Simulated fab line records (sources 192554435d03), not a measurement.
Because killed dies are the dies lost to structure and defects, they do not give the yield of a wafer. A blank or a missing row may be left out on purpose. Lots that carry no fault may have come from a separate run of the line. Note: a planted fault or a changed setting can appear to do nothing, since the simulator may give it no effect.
Which tool did it?    flow n5-finfet    36 wafers from 12 lots sampled at 3 of the route's 1938 steps

== WHAT EACH GAUGE READ, for each wafer ==
N5_BEOL_M11_THK_MEAS_01.
lot   measured      on             M11_ILD_THK (nm)
L075  day 10 16:05  film-metro-01  268 271 273
L077  day 11 01:48  film-metro-02  269 271 274
L079  day 11 14:18  film-metro-02  265 269 267
L080  day 12 04:10  film-metro-01  268 268 271
L082  day 12 11:11  film-metro-01  269 263 264
L085  day 13 06:20  film-metro-01  266 272 270
L086  day 13 15:38  film-metro-01  263 268 268
L089  day 14 08:17  film-metro-02  267 272 268
L093  day 14 20:53  film-metro-01  264 264 269
L092  day 15 06:59  film-metro-01  269 266 270
L094  day 16 14:20  film-metro-02  266 265 266
L097  day 17 08:12  film-metro-01  266 269 273

== EACH LOT AND THE TOOL THAT RAN IT (in order: tool; ch and the chambers of the sampled wafers; start) ==
lot   N5_BEOL_M10_ALD_74                   N5_BEOL_M10_SURFACE_TREAT_76
L075  ald-metal-04 ch 0,1, day 10 13:37    pvd-sputter-01, day 10 14:01
L077  ald-metal-04 ch 0,1,3, day 10 23:41  pvd-sputter-02, day 10 23:58
L079  ald-metal-02 ch 0,3, day 11 11:57    pvd-sputter-03, day 11 12:22
L080  ald-metal-02 ch 1,2, day 12 00:56    pvd-sputter-01, day 12 01:17
L082  ald-metal-02 ch 0,1,3, day 12 08:58  pvd-sputter-01, day 12 09:15
L085  ald-metal-02 ch 0,1, day 13 03:46    pvd-sputter-01, day 13 04:11
L086  ald-metal-04 ch 0,1,2, day 13 11:40  pvd-sputter-01, day 13 13:30
L089  ald-metal-02 ch 0,1,3, day 14 06:04  pvd-sputter-01, day 14 06:21
L093  ald-metal-03 ch 0,1,3, day 14 18:20  pvd-sputter-02, day 14 18:40
L092  ald-metal-02 ch 0,1, day 15 04:51    pvd-sputter-03, day 15 05:08
L094  ald-metal-02 ch 0,1,3, day 16 11:26  pvd-sputter-03, day 16 11:56
L097  ald-metal-03 ch 1,3, day 17 05:44    pvd-sputter-01, day 17 06:14
- N5_BEOL_M10_ALD_74: deposits TaN, target thk 2 nm, pulse time 2 s, purge time 3 s.
- N5_BEOL_M10_SURFACE_TREAT_76

== THE ANSWER, worked out from the rows above alone ==
Rule: usual is defined by the lots themselves. Put in order of their means at a reading, lots are off if they are a third of the lots or fewer, leave a main group of 4 or more, and stand apart from it by a gap of 3 or more times the standard deviation of the main group's means; of several such gaps the widest counts. The tables above print the reading to a certain number of digits; a main group whose means all agree to those digits is not used. A lot without any number at a reading at which 4 lots or more have one is off too. Any other lot the step has rows for is counted as sound.
No lot is off at any reading shown: from this, nothing can be told.

== WHAT THE SIMULATOR HAD INSERTED ==
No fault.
